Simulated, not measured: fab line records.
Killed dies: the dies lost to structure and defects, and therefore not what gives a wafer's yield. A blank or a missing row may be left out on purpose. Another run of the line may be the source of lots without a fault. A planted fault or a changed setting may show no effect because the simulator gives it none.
What tool caused it? ; flow nand harc ; 24 lots, 72 wafers sampled, at 1 step of a route of 1159

WHAT THE GAUGES SHOWED, per wafer
NHARC_A_CHANNEL_HOLE_D1_CD_MEAS_10: the cd target is 100 nm. Usual: 100.1 nm for cd nm, sd 0.96.
lot;measured;on;cd nm (nm);flag
L074;day 8 05:48;cd sem-02;101.1 101.6 101.7;
L075;day 8 13:45;cd sem-01;100.7 99.5 100.2;
L076;day 8 17:29;cd sem-01;99.4 99.5 99.0;
L077;day 8 20:46;cd sem-03;102.4 102.0 101.8;
L078;day 9 07:04;cd sem-01;99.4 99.4 99.2;
L080;day 9 17:22;cd sem-01;98.6 100.1 99.3;
L079;day 9 17:32;cd sem-02;100.8 101.6 101.1;
L082;day 10 02:25;cd sem-01;98.8 98.5 99.2;
L081;day 10 02:44;cd sem-01;99.5 99.8 99.4;
L084;day 10 13:03;cd sem-01;98.7 99.9 98.9;
L083;day 10 13:14;cd sem-03;100.7 101.0 101.6;
L087;day 11 08:13;cd sem-01;99.3 99.0 99.4;
L085;day 11 08:32;cd sem-02;99.6 99.3 99.0;
L086;day 11 08:46;cd sem-01;99.2 99.2 98.9;
L088;day 11 20:10;cd sem-02;99.3 99.1 98.9;
L090;day 12 03:56;cd sem-01;100.0 99.3 100.2;
L089;day 12 04:06;cd sem-01;99.0 99.1 99.6;
L091;day 12 04:33;cd sem-03;101.2 100.6 100.2;
L092;day 12 16:07;cd sem-03;101.3 101.1 101.0;
L093;day 13 02:11;cd sem-02;99.6 99.3 99.5;
L094;day 13 02:23;cd sem-01;101.8 100.4 100.8;
L096;day 13 15:31;cd sem-01;102.2 101.7 101.6;
L097;day 13 15:43;cd sem-01;100.7 100.9 100.9;
L095;day 13 17:27;cd sem-01;101.4 101.5 99.8;

TOOL THAT RAN EACH LOT (tool first, then ch and the chambers of the sampled wafers, then the start)
There is no process step in the record ahead of these readings.

AS READ BY THE TOOLS THEMSELVES (means over the sampled wafers that have a number; for cases with no such wafer, the mark the record gives instead)
The record holds no such reading with a usual standard deviation.

THE ANSWER, worked out from the rows above alone
Rule: take the mean of a lot's wafers that have a number; if it is more than 3 standard deviations from the usual mean, the lot is off. A lot without any number at a reading at which 4 lots or more have one is off too. The other lots that the step has rows for count as sound. First the gauges in route order, then the tools' own readings, where a lot's mean is used as printed above. The first step at which some lot is off is used, and at that step the reading that is off furthest; a lot without a number counts as furthest.
No lot is off at any reading shown: from this, nothing can be told.

WHAT THE SIMULATOR PUT IN
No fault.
